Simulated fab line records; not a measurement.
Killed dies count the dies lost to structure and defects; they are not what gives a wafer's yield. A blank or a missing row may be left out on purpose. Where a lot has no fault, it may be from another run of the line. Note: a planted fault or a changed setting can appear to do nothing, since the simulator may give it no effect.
fab line records :: flow nandHarc
record:
  lots: 6
  wafers: 18
  lastDay: 33
route steps=1302 shown A_WL_FILL@956
lots that met no fault: taken from a fault-free run of the same line
startH: start of the lot's first displayed wafer, in hours after the record's first day :: waitH: how many hours have passed since the lot's step before this one :: " as in the row above :: L1.1+2: one row covering several wafers at once :: - value missing, or start not given :: * or withheld: withheld :: < > ~ a bound
route shown NAME@n: names a module that has steps shown in the file, with the first one's number in the route :: usual: mean/standard deviation of fault-free wafers :: same: alike in all rows :: chamber/n: place in a boat :: sites: each site's reading :: _std_site: their standard deviation :: _edge_site: inner sites' mean taken away from outer sites' mean :: radiusMm: for every site, how far away it sits from the centre of the wafer :: mask NAME#n: copy n :: behind: the tool/chamber that last shaped the wafer :: hold: what put the lot on hold/how long, in hours/how the hold closed :: device: transistor that didn't switch, given as n, p or np :: end of line: tests run on the same wafers once the route is complete :: for a step that has no rows: nothing shown but its recipe :: killed: the dies lost at the first sort to structure and to defects; this is not the yield of the wafer :: map: the dies of a wafer, with x for killed, . for not killed, _ for no die there
set.NAME: the setting that was run; set.NAME@STEP: the one run at that earlier step :: model.NAME: the simulator's own value behind a step, which no gauge read
certain route steps with their lots: each step a table, each wafer a row
services: from which hour (startH, from the record's first day; less than 0 if before it) a tool's chamber was out of use, for how many hours, and why
== steps ==
step: NHARC_A_WL_FILL_CVD_03
recipe:
  targetThkA: 400
  tempC: 300
  pressureTorr: 40
  wf6FlowSccm: 40
  h2FlowSccm: 1600
  arFlowSccm: 1560
  timeS: 279
  material: W
usual:
  heaterPowerW: 462/39
  throttleValvePct: 7.90/0.22
same:
  timeS: 279
lot.wafer: L884.2
tool: cvdW-02
chamber: 1
startH: 500.41
waitH: 0.1
heaterPowerW: 462
throttleValvePct: 8.09

lot.wafer: L884.1
tool: cvdW-02
chamber: 0
startH: 500.41
waitH: 0.1
heaterPowerW: 525
throttleValvePct: 7.96

lot.wafer: L884.3
tool: cvdW-02
chamber: 0
startH: 500.41
waitH: 0.1
heaterPowerW: 516
throttleValvePct: 7.95

lot.wafer: L890.1
tool: cvdW-02
chamber: 0
startH: 573.60
waitH: 0.1
heaterPowerW: 512
throttleValvePct: 8.11

lot.wafer: L890.4
tool: cvdW-02
chamber: 0
startH: 573.60
waitH: 0.1
heaterPowerW: 515
throttleValvePct: 8.09

lot.wafer: L890.6
tool: cvdW-02
chamber: 1
startH: 573.60
waitH: 0.1
heaterPowerW: 466
throttleValvePct: 8.39

lot.wafer: L896.2
tool: cvdW-01
chamber: 1
startH: 639.40
waitH: 0.1
heaterPowerW: 409
throttleValvePct: 8.15

lot.wafer: L896.4
tool: cvdW-01
chamber: 0
startH: 639.40
waitH: 0.1
heaterPowerW: 469
throttleValvePct: 7.81

lot.wafer: L896.6
tool: cvdW-01
chamber: 1
startH: 639.40
waitH: 0.1
heaterPowerW: 402
throttleValvePct: 7.99

lot.wafer: L898.3
tool: cvdW-02
chamber: 1
startH: 649.58
waitH: 0.2
heaterPowerW: 462
throttleValvePct: 7.66

lot.wafer: L898.5
tool: cvdW-02
chamber: 1
startH: 649.58
waitH: 0.2
heaterPowerW: 458
throttleValvePct: 7.64

lot.wafer: L898.6
tool: cvdW-02
chamber: 0
startH: 649.58
waitH: 0.2
heaterPowerW: 508
throttleValvePct: 7.88

lot.wafer: L900.2
tool: cvdW-01
chamber: 1
startH: 663.63
waitH: 0.1
heaterPowerW: 414
throttleValvePct: 8.10

lot.wafer: L900.3
tool: cvdW-01
chamber: 0
startH: 663.63
waitH: 0.1
heaterPowerW: 490
throttleValvePct: 8.00

lot.wafer: L900.5
tool: cvdW-01
chamber: 0
startH: 663.63
waitH: 0.1
heaterPowerW: 481
throttleValvePct: 7.86

lot.wafer: L903.3
tool: cvdW-01
chamber: 0
startH: 696.39
waitH: 0.3
heaterPowerW: 486
throttleValvePct: 7.58

lot.wafer: L903.5
tool: cvdW-01
chamber: 0
startH: 696.39
waitH: 0.3
heaterPowerW: 473
throttleValvePct: 8.09

lot.wafer: L903.6
tool: cvdW-01
chamber: 0
startH: 696.39
waitH: 0.3
heaterPowerW: 486
throttleValvePct: 7.69
step: NHARC_A_WL_FILL_ETCHBACK_04
recipe:
  targetDepthA: 600
  timeS: 120
  chemistry: NF3
usual:
  drypumpMotorCurrentA: 5.8/0.46
  oesProductAu: 0.996/0.0074
  runLengthS: 141.3/0.42
same:
  timeS: 120
lot.wafer: L884.2
tool: rieMetal-03
chamber: 1
startH: 500.79
waitH: 0.3
drypumpMotorCurrentA: 5.4
oesProductAu: 0.999
rfHoursCounterH: 2.0
runLengthS: 140.5

lot.wafer: L884.1
tool: rieMetal-03
chamber: 0
startH: 500.79
waitH: 0.3
drypumpMotorCurrentA: 6.5
oesProductAu: 0.975
rfHoursCounterH: 2.4
runLengthS: 140.7

lot.wafer: L884.3
tool: rieMetal-03
chamber: 0
startH: 500.79
waitH: 0.3
drypumpMotorCurrentA: 6.6
oesProductAu: 0.978
rfHoursCounterH: -
runLengthS: 140.9

lot.wafer: L890.1
tool: rieMetal-01
chamber: 0
startH: 573.95
waitH: 0.3
drypumpMotorCurrentA: 5.1
oesProductAu: 0.980
rfHoursCounterH: 3.1
runLengthS: 141.2

lot.wafer: L890.4
tool: rieMetal-01
chamber: 0
startH: 573.95
waitH: 0.3
drypumpMotorCurrentA: 5.1
oesProductAu: 0.988
rfHoursCounterH: -
runLengthS: 141.3

lot.wafer: L890.6
tool: rieMetal-01
chamber: 1
startH: 573.95
waitH: 0.3
drypumpMotorCurrentA: 6.0
oesProductAu: 0.993
rfHoursCounterH: -
runLengthS: 141.6

lot.wafer: L896.2
tool: rieMetal-03
chamber: 1
startH: 639.75
waitH: 0.3
drypumpMotorCurrentA: 5.4
oesProductAu: 0.991
rfHoursCounterH: 2.0
runLengthS: 140.7

lot.wafer: L896.4
tool: rieMetal-03
chamber: 1
startH: 639.75
waitH: 0.3
drypumpMotorCurrentA: 5.4
oesProductAu: 1.000
rfHoursCounterH: -
runLengthS: 140.9

lot.wafer: L896.6
tool: rieMetal-03
chamber: 1
startH: 639.75
waitH: 0.3
drypumpMotorCurrentA: 5.4
oesProductAu: 1.008
rfHoursCounterH: -
runLengthS: 140.6

lot.wafer: L898.3
tool: rieMetal-03
chamber: 1
startH: 649.95
waitH: 0.3
drypumpMotorCurrentA: 5.4
oesProductAu: 0.991
rfHoursCounterH: -
runLengthS: 140.6

lot.wafer: L898.6
tool: rieMetal-03
chamber: 0
startH: 649.95
waitH: 0.3
drypumpMotorCurrentA: 6.5
oesProductAu: 0.989
rfHoursCounterH: -
runLengthS: 140.7

lot.wafer: L898.5
tool: rieMetal-03
chamber: 1
startH: 649.95
waitH: 0.3
drypumpMotorCurrentA: 5.4
oesProductAu: 1.007
rfHoursCounterH: -
runLengthS: 140.7

lot.wafer: L900.2
tool: rieMetal-03
chamber: 1
startH: 664.00
waitH: 0.3
drypumpMotorCurrentA: 5.4
oesProductAu: 1.000
rfHoursCounterH: 2.4
runLengthS: 141.1

lot.wafer: L900.3
tool: rieMetal-03
chamber: 0
startH: 664.00
waitH: 0.3
drypumpMotorCurrentA: 6.5
oesProductAu: 0.988
rfHoursCounterH: -
runLengthS: 141.3

lot.wafer: L900.5
tool: rieMetal-03
chamber: 1
startH: 664.00
waitH: 0.3
drypumpMotorCurrentA: 5.4
oesProductAu: 0.988
rfHoursCounterH: -
runLengthS: 140.6

lot.wafer: L903.3
tool: rieMetal-01
chamber: 0
startH: 696.93
waitH: 0.4
drypumpMotorCurrentA: 5.1
oesProductAu: 1.000
rfHoursCounterH: -
runLengthS: 141.5

lot.wafer: L903.6
tool: rieMetal-01
chamber: 0
startH: 696.93
waitH: 0.4
drypumpMotorCurrentA: 5.1
oesProductAu: 1.000
rfHoursCounterH: -
runLengthS: 141.4

lot.wafer: L903.5
tool: rieMetal-01
chamber: 1
startH: 696.93
waitH: 0.4
drypumpMotorCurrentA: 6.0
oesProductAu: 1.007
rfHoursCounterH: -
runLengthS: 142.0
step: NHARC_A_WL_FILL_ETCHBACK_05
recipe:
  targetDepthA: 220
  timeS: 60
  tempC: 40
  chemistry: Cl2/BCl3
usual:
  drypumpMotorCurrentA: 5.8/0.46
  oesProductAu: 0.996/0.0068
  runLengthS: 81.3/0.4
same:
  timeS: 60
lot.wafer: L884.2
tool: rieMetal-03
chamber: 0
startH: 501.03
waitH: 0.2
drypumpMotorCurrentA: 6.5
oesProductAu: 0.995
rfHoursCounterH: 2.6
runLengthS: 81.3

lot.wafer: L884.1
tool: rieMetal-03
chamber: 1
startH: 501.03
waitH: 0.2
drypumpMotorCurrentA: 5.4
oesProductAu: 0.991
rfHoursCounterH: 2.1
runLengthS: 80.6

lot.wafer: L884.3
tool: rieMetal-03
chamber: 0
startH: 501.03
waitH: 0.2
drypumpMotorCurrentA: 6.5
oesProductAu: 0.987
rfHoursCounterH: -
runLengthS: 81.2

lot.wafer: L890.1
tool: rieMetal-01
chamber: 1
startH: 574.17
waitH: 0.2
drypumpMotorCurrentA: 6.0
oesProductAu: 0.992
rfHoursCounterH: 3.2
runLengthS: 82.3

lot.wafer: L890.4
tool: rieMetal-01
chamber: 0
startH: 574.17
waitH: 0.2
drypumpMotorCurrentA: 5.1
oesProductAu: 0.997
rfHoursCounterH: -
runLengthS: 81.6

lot.wafer: L890.6
tool: rieMetal-01
chamber: 1
startH: 574.17
waitH: 0.2
drypumpMotorCurrentA: 6.0
oesProductAu: 1.000
rfHoursCounterH: -
runLengthS: 81.8

lot.wafer: L896.2
tool: rieMetal-03
chamber: 1
startH: 639.97
waitH: 0.2
drypumpMotorCurrentA: 5.4
oesProductAu: 0.996
rfHoursCounterH: 2.1
runLengthS: 80.7

lot.wafer: L896.4
tool: rieMetal-03
chamber: 1
startH: 639.97
waitH: 0.2
drypumpMotorCurrentA: 5.4
oesProductAu: 1.000
rfHoursCounterH: -
runLengthS: 80.7

lot.wafer: L896.6
tool: rieMetal-03
chamber: 0
startH: 639.97
waitH: 0.2
drypumpMotorCurrentA: 6.5
oesProductAu: 0.995
rfHoursCounterH: -
runLengthS: 81.5

lot.wafer: L898.3
tool: rieMetal-03
chamber: 0
startH: 650.13
waitH: 0.1
drypumpMotorCurrentA: 6.5
oesProductAu: 0.992
rfHoursCounterH: -
runLengthS: 80.9

lot.wafer: L898.5
tool: rieMetal-03
chamber: 1
startH: 650.13
waitH: 0.1
drypumpMotorCurrentA: 5.4
oesProductAu: 0.995
rfHoursCounterH: -
runLengthS: 80.8

lot.wafer: L898.6
tool: rieMetal-03
chamber: 0
startH: 650.13
waitH: 0.1
drypumpMotorCurrentA: 6.5
oesProductAu: 1.001
rfHoursCounterH: -
runLengthS: 81.0

lot.wafer: L900.2
tool: rieMetal-03
chamber: 1
startH: 664.27
waitH: 0.2
drypumpMotorCurrentA: 5.4
oesProductAu: 1.008
rfHoursCounterH: 2.6
runLengthS: 80.8

lot.wafer: L900.3
tool: rieMetal-03
chamber: 0
startH: 664.27
waitH: 0.2
drypumpMotorCurrentA: 6.5
oesProductAu: 0.982
rfHoursCounterH: -
runLengthS: 80.7

lot.wafer: L900.5
tool: rieMetal-03
chamber: 0
startH: 664.27
waitH: 0.2
drypumpMotorCurrentA: 6.5
oesProductAu: 0.991
rfHoursCounterH: -
runLengthS: 81.1

lot.wafer: L903.3
tool: rieMetal-01
chamber: 0
startH: 697.13
waitH: 0.2
drypumpMotorCurrentA: 5.1
oesProductAu: 0.993
rfHoursCounterH: -
runLengthS: 81.2

lot.wafer: L903.6
tool: rieMetal-01
chamber: 1
startH: 697.13
waitH: 0.2
drypumpMotorCurrentA: 6.0
oesProductAu: 0.999
rfHoursCounterH: -
runLengthS: 81.8

lot.wafer: L903.5
tool: rieMetal-01
chamber: 0
startH: 697.13
waitH: 0.2
drypumpMotorCurrentA: 5.1
oesProductAu: 0.994
rfHoursCounterH: -
runLengthS: 81.5
step: NHARC_A_WL_FILL_STRIP_27
recipe:
  powerW: 1500
  tempC: 250
  timeS: 20
  chemistry: N2/H2
usual:
  drypumpMotorCurrentA: 5.9/0.31
  heaterPowerW: 333/22
same:
  timeS: 20
lot.wafer: L884.1
tool: plasmaAsher-02
chamber: 0
startH: 501.17
waitH: 0.1
drypumpMotorCurrentA: 6.2
heaterPowerW: 322
rfHoursCounterH: 12

lot.wafer: L884.2
tool: plasmaAsher-02
chamber: 1
startH: 501.17
waitH: 0.1
drypumpMotorCurrentA: 5.4
heaterPowerW: 313
rfHoursCounterH: 12

lot.wafer: L884.3
tool: plasmaAsher-02
chamber: 0
startH: 501.17
waitH: 0.1
drypumpMotorCurrentA: 6.2
heaterPowerW: 321
rfHoursCounterH: -

lot.wafer: L890.1
tool: plasmaAsher-02
chamber: 0
startH: 574.32
waitH: 0.1
drypumpMotorCurrentA: 6.2
heaterPowerW: 323
rfHoursCounterH: 27

lot.wafer: L890.4
tool: plasmaAsher-02
chamber: 1
startH: 574.32
waitH: 0.1
drypumpMotorCurrentA: 5.4
heaterPowerW: 311
rfHoursCounterH: -

lot.wafer: L890.6
tool: plasmaAsher-02
chamber: 1
startH: 574.32
waitH: 0.1
drypumpMotorCurrentA: 5.4
heaterPowerW: 325
rfHoursCounterH: -

lot.wafer: L896.2
tool: plasmaAsher-02
chamber: 0
startH: 640.12
waitH: 0.1
drypumpMotorCurrentA: 6.2
heaterPowerW: 308
rfHoursCounterH: 6

lot.wafer: L896.4
tool: plasmaAsher-02
chamber: 0
startH: 640.12
waitH: 0.1
drypumpMotorCurrentA: 6.2
heaterPowerW: 312
rfHoursCounterH: -

lot.wafer: L896.6
tool: plasmaAsher-02
chamber: 1
startH: 640.12
waitH: 0.1
drypumpMotorCurrentA: 5.4
heaterPowerW: 322
rfHoursCounterH: -

lot.wafer: L898.3
tool: plasmaAsher-01
chamber: 0
startH: 650.30
waitH: 0.2
drypumpMotorCurrentA: 6.0
heaterPowerW: 357
rfHoursCounterH: -

lot.wafer: L898.5
tool: plasmaAsher-01
chamber: 1
startH: 650.30
waitH: 0.2
drypumpMotorCurrentA: 6.1
heaterPowerW: 364
rfHoursCounterH: -

lot.wafer: L898.6
tool: plasmaAsher-01
chamber: 0
startH: 650.30
waitH: 0.2
drypumpMotorCurrentA: 6.0
heaterPowerW: 352
rfHoursCounterH: -

lot.wafer: L900.2
tool: plasmaAsher-01
chamber: 1
startH: 664.45
waitH: 0.2
drypumpMotorCurrentA: 6.1
heaterPowerW: 359
rfHoursCounterH: 29

lot.wafer: L900.3
tool: plasmaAsher-01
chamber: 1
startH: 664.45
waitH: 0.2
drypumpMotorCurrentA: 6.1
heaterPowerW: 350
rfHoursCounterH: -

lot.wafer: L900.5
tool: plasmaAsher-01
chamber: 0
startH: 664.45
waitH: 0.2
drypumpMotorCurrentA: 6.0
heaterPowerW: 350
rfHoursCounterH: -

lot.wafer: L903.3
tool: plasmaAsher-02
chamber: 1
startH: 697.31
waitH: 0.2
drypumpMotorCurrentA: 5.4
heaterPowerW: 321
rfHoursCounterH: -

lot.wafer: L903.5
tool: plasmaAsher-02
chamber: 0
startH: 697.31
waitH: 0.2
drypumpMotorCurrentA: 6.2
heaterPowerW: 306
rfHoursCounterH: -

lot.wafer: L903.6
tool: plasmaAsher-02
chamber: 1
startH: 697.31
waitH: 0.2
drypumpMotorCurrentA: 5.4
heaterPowerW: 320
rfHoursCounterH: -
step: NHARC_A_WL_FILL_STRIP_28
recipe:
  timeS: 1200
  tempC: 72.5
  chemistry: postEtchResidueRemover
step: NHARC_A_WL_FILL_PRECLEAN_06
recipe:
  timeS: 300
  chemistry: DIW
step: NHARC_A_WL_FILL_SRD_07
step: NHARC_A_WL_FILL_ANNEAL_08
recipe:
  tempC: 450
  timeS: 1800
step: NHARC_A_WL_FILL_ALD_10
recipe:
  targetThkA: 500
  pulseTimeS: 10
  aldCycles: 500
  tempC: 300
  material: SiO2
step: NHARC_A_WL_FILL_ETCHBACK_16
recipe:
  targetDepthA: 1200
  timeS: 24
  c4f8FlowSccm: withheld
  o2FlowSccm: 8
  arFlowSccm: withheld
  rfW: 600
  biasW: 800
  chemistry: C4F8/O2/Ar
usual:
  oesProductAu: 0.985/0.026
  rfVppV: 721/3.8
  runLengthS: 45.3/0.47
same:
  timeS: 24
lot.wafer: L884.2
tool: rieDiel-06
chamber: 1
startH: -
waitH: -
oesProductAu: 0.996
rfHoursCounterH: 0.8
rfVppV: 723
runLengthS: 46.2

lot.wafer: L884.1
tool: rieDiel-06
chamber: 2
startH: -
waitH: -
oesProductAu: 1.017
rfHoursCounterH: 0.9
rfVppV: 730
runLengthS: 44.7

lot.wafer: L884.3
tool: rieDiel-06
chamber: 3
startH: -
waitH: -
oesProductAu: 1.002
rfHoursCounterH: 0.8
rfVppV: 719
runLengthS: 45.2

lot.wafer: L890.4
tool: rieDiel-11
chamber: 3
startH: -
waitH: -
oesProductAu: 0.992
rfHoursCounterH: 8.2
rfVppV: 723
runLengthS: 45.0

lot.wafer: L890.1
tool: rieDiel-11
chamber: 1
startH: -
waitH: -
oesProductAu: 1.009
rfHoursCounterH: 9.5
rfVppV: 718
runLengthS: 45.2

lot.wafer: L890.6
tool: rieDiel-11
chamber: 3
startH: -
waitH: -
oesProductAu: 0.996
rfHoursCounterH: -
rfVppV: 724
runLengthS: 44.8

lot.wafer: L896.4
tool: rieDiel-08
chamber: 3
startH: -
waitH: -
oesProductAu: 0.996
rfHoursCounterH: 2.4
rfVppV: 720
runLengthS: 45.7

lot.wafer: L896.2
tool: rieDiel-08
chamber: 1
startH: -
waitH: -
oesProductAu: 0.995
rfHoursCounterH: 2.7
rfVppV: 722
runLengthS: 45.8

lot.wafer: L896.6
tool: rieDiel-08
chamber: 0
startH: -
waitH: -
oesProductAu: 1.007
rfHoursCounterH: -
rfVppV: 723
runLengthS: 46.0

lot.wafer: L898.3
tool: rieDiel-06
chamber: 0
startH: -
waitH: -
oesProductAu: 0.999
rfHoursCounterH: 4.6
rfVppV: 717
runLengthS: 44.9

lot.wafer: L898.5
tool: rieDiel-06
chamber: 2
startH: -
waitH: -
oesProductAu: 1.003
rfHoursCounterH: -
rfVppV: 731
runLengthS: 44.9

lot.wafer: L898.6
tool: rieDiel-06
chamber: 3
startH: -
waitH: -
oesProductAu: 1.006
rfHoursCounterH: -
rfVppV: 717
runLengthS: 44.9

lot.wafer: L900.3
tool: rieDiel-06
chamber: 2
startH: -
waitH: -
oesProductAu: 0.989
rfHoursCounterH: 0.0
rfVppV: 730
runLengthS: 44.7

lot.wafer: L900.2
tool: rieDiel-06
chamber: 3
startH: -
waitH: -
oesProductAu: 0.991
rfHoursCounterH: 0.0
rfVppV: 718
runLengthS: 44.8

lot.wafer: L900.5
tool: rieDiel-06
chamber: 1
startH: -
waitH: -
oesProductAu: 0.993
rfHoursCounterH: -
rfVppV: 722
runLengthS: 45.7

lot.wafer: L903.3
tool: rieDiel-08
chamber: 3
startH: -
waitH: -
oesProductAu: 0.911
rfHoursCounterH: 3.1
rfVppV: 721
runLengthS: 46.4

lot.wafer: L903.5
tool: rieDiel-08
chamber: 1
startH: -
waitH: -
oesProductAu: 0.921
rfHoursCounterH: -
rfVppV: 723
runLengthS: 46.1

lot.wafer: L903.6
tool: rieDiel-08
chamber: 2
startH: -
waitH: -
oesProductAu: 0.922
rfHoursCounterH: -
rfVppV: 717
runLengthS: 45.0
step: NHARC_A_WL_FILL_STRIP_29
recipe:
  timeS: 20
  o2FlowSccm: 500
  arFlowSccm: 0
  biasW: 0
  chemistry: O2
step: NHARC_A_WL_FILL_ETCHBACK_17
recipe:
  targetDepthA: 40
  timeS: 26.7
  chemistry: Cl2/BCl3
usual:
  drypumpMotorCurrentA: 5.7/0.43
  oesProductAu: 0.999/0.0075
  runLengthS: 48.1/0.4
lot.wafer: L884.1
tool: rieMetal-03
chamber: 1
startH: 511.23
waitH: -
drypumpMotorCurrentA: 5.4
oesProductAu: 1.002
rfHoursCounterH: 2.5
runLengthS: 47.7

lot.wafer: L884.2
tool: rieMetal-03
chamber: 0
startH: 511.23
waitH: -
drypumpMotorCurrentA: 6.5
oesProductAu: 0.993
rfHoursCounterH: 2.9
runLengthS: 47.6

lot.wafer: L884.3
tool: rieMetal-03
chamber: 0
startH: 511.23
waitH: -
drypumpMotorCurrentA: 6.5
oesProductAu: 0.983
rfHoursCounterH: -
runLengthS: 48.2

lot.wafer: L890.1
tool: rieMetal-01
chamber: 1
startH: 584.31
waitH: -
drypumpMotorCurrentA: 6.0
oesProductAu: 1.009
rfHoursCounterH: 0
runLengthS: 48.2

lot.wafer: L890.4
tool: rieMetal-01
chamber: 1
startH: 584.31
waitH: -
drypumpMotorCurrentA: 6.0
oesProductAu: 1.007
rfHoursCounterH: -
runLengthS: 48.3

lot.wafer: L890.6
tool: rieMetal-01
chamber: 1
startH: 584.31
waitH: -
drypumpMotorCurrentA: 6.0
oesProductAu: 0.998
rfHoursCounterH: -
runLengthS: 48.2

lot.wafer: L896.2
tool: rieMetal-01
chamber: 0
startH: 649.85
waitH: -
drypumpMotorCurrentA: 5.1
oesProductAu: 0.995
rfHoursCounterH: 0.7
runLengthS: 38.2

lot.wafer: L896.4
tool: rieMetal-01
chamber: 0
startH: 649.85
waitH: -
drypumpMotorCurrentA: 5.1
oesProductAu: 1.000
rfHoursCounterH: -
runLengthS: 38.3

lot.wafer: L896.6
tool: rieMetal-01
chamber: 1
startH: 649.85
waitH: -
drypumpMotorCurrentA: 6.0
oesProductAu: 1.014
rfHoursCounterH: -
runLengthS: 38.3

lot.wafer: L898.3
tool: rieMetal-01
chamber: 0
startH: 660.98
waitH: -
drypumpMotorCurrentA: 5.1
oesProductAu: 1.006
rfHoursCounterH: -
runLengthS: 37.7

lot.wafer: L898.5
tool: rieMetal-01
chamber: 1
startH: 660.98
waitH: -
drypumpMotorCurrentA: 6.0
oesProductAu: 0.997
rfHoursCounterH: -
runLengthS: 38.5

lot.wafer: L898.6
tool: rieMetal-01
chamber: 0
startH: 660.98
waitH: -
drypumpMotorCurrentA: 5.1
oesProductAu: 1.008
rfHoursCounterH: -
runLengthS: 37.7

lot.wafer: L900.2
tool: rieMetal-02
chamber: 1
startH: 676.00
waitH: -
drypumpMotorCurrentA: 5.9
oesProductAu: 0.993
rfHoursCounterH: 1.1
runLengthS: 48.1

lot.wafer: L900.3
tool: rieMetal-02
chamber: 1
startH: 676.00
waitH: -
drypumpMotorCurrentA: 5.9
oesProductAu: 0.990
rfHoursCounterH: -
runLengthS: 47.9

lot.wafer: L900.5
tool: rieMetal-02
chamber: 1
startH: 676.00
waitH: -
drypumpMotorCurrentA: 5.9
oesProductAu: 1.001
rfHoursCounterH: -
runLengthS: 48.1

lot.wafer: L903.3
tool: rieMetal-02
chamber: 1
startH: 706.95
waitH: -
drypumpMotorCurrentA: 5.9
oesProductAu: 1.002
rfHoursCounterH: -
runLengthS: 48.6

lot.wafer: L903.6
tool: rieMetal-02
chamber: 0
startH: 706.95
waitH: -
drypumpMotorCurrentA: 5.6
oesProductAu: 0.989
rfHoursCounterH: -
runLengthS: 48.2

lot.wafer: L903.5
tool: rieMetal-02
chamber: 1
startH: 706.95
waitH: -
drypumpMotorCurrentA: 5.9
oesProductAu: 1.000
rfHoursCounterH: -
runLengthS: 48.8
step: NHARC_A_WL_FILL_PRECLEAN_18
recipe:
  timeS: 30
  chemistry: dHF
== services ==
tool: rieMetal-03
chamber: 0
startH: 478.90
hours: 17.4
kind: repair

tool: rieDiel-06
chamber: -
startH: 484.20
hours: 9.0
kind: pm

tool: rieMetal-01
chamber: -
startH: 485.04
hours: 1.9
kind: repair

tool: plasmaAsher-02
chamber: -
startH: 496.43
hours: 4.6
kind: repair

tool: plasmaAsher-02
chamber: -
startH: 505.61
hours: 1.3
kind: repair

tool: rieMetal-03
chamber: -
startH: 519.00
hours: 9.0
kind: pm

tool: plasmaAsher-01
chamber: -
startH: 519.44
hours: 9.0
kind: pm

tool: rieDiel-06
chamber: -
startH: 535.30
hours: 0.8
kind: repair

tool: rieMetal-02
chamber: -
startH: 537.93
hours: 0.4
kind: repair

tool: rieDiel-08
chamber: 3
startH: 542.31
hours: 17.6
kind: repair

tool: rieDiel-08
chamber: -
startH: 544.80
hours: 9.0
kind: pm

tool: cvdW-01
chamber: -
startH: 547.51
hours: 13.0
kind: pm

tool: rieMetal-01
chamber: -
startH: 575.00
hours: 9.0
kind: pm

tool: rieDiel-06
chamber: 1
startH: 603.75
hours: 13.8
kind: repair

tool: plasmaAsher-02
chamber: -
startH: 603.80
hours: 9.0
kind: pm

tool: rieMetal-02
chamber: -
startH: 631.00
hours: 9.0
kind: pm

tool: cvdW-02
chamber: -
startH: 631.06
hours: 13.0
kind: pm

tool: rieMetal-01
chamber: 1
startH: 641.15
hours: 6.8
kind: repair

tool: cvdW-02
chamber: -
startH: 651.29
hours: 0.5
kind: repair

tool: rieDiel-06
chamber: -
startH: 661.20
hours: 9.0
kind: pm

tool: rieMetal-03
chamber: 0
startH: 661.21
hours: 2.1
kind: repair

tool: cvdW-01
chamber: 1
startH: 683.97
hours: 17.3
kind: repair

tool: rieDiel-06
chamber: 0
startH: 687.76
hours: 40.7
kind: repair

tool: rieMetal-03
chamber: -
startH: 696.00
hours: 9.0
kind: pm
== key ==
firstSign:
  step: NHARC_A_WL_FILL_ETCHBACK_17
  reading: runLengthS
  direction: down
  sigmas: 25
  usual: *
  struck: *
effect none on later readings
metAt NHARC_A_WL_FILL_ETCHBACK_17
struckWafers L896.2,L896.4,L896.6,L898.3,L898.5,L898.6
testerLeftOut L896,L898
onsetBetween 584.31 649.85
fault:
  kind: processParameterDrift
  tool: rieMetal-01
  chamber: -
  onsetH: 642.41
  steps: NHARC_A_WL_FILL_ETCHBACK_17
  channel: timeS
  offset: *
  shape: step
  endH: 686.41
  actsIn: *
  stated: *
testerLeftOut: of these lots the tester's yield and bins aren't shown, on N5 and GAA mostly nor the transistor test; their killed dies are dies lost to structure and defects alone, not to doping, threshold or leakage, so they don't give the yield
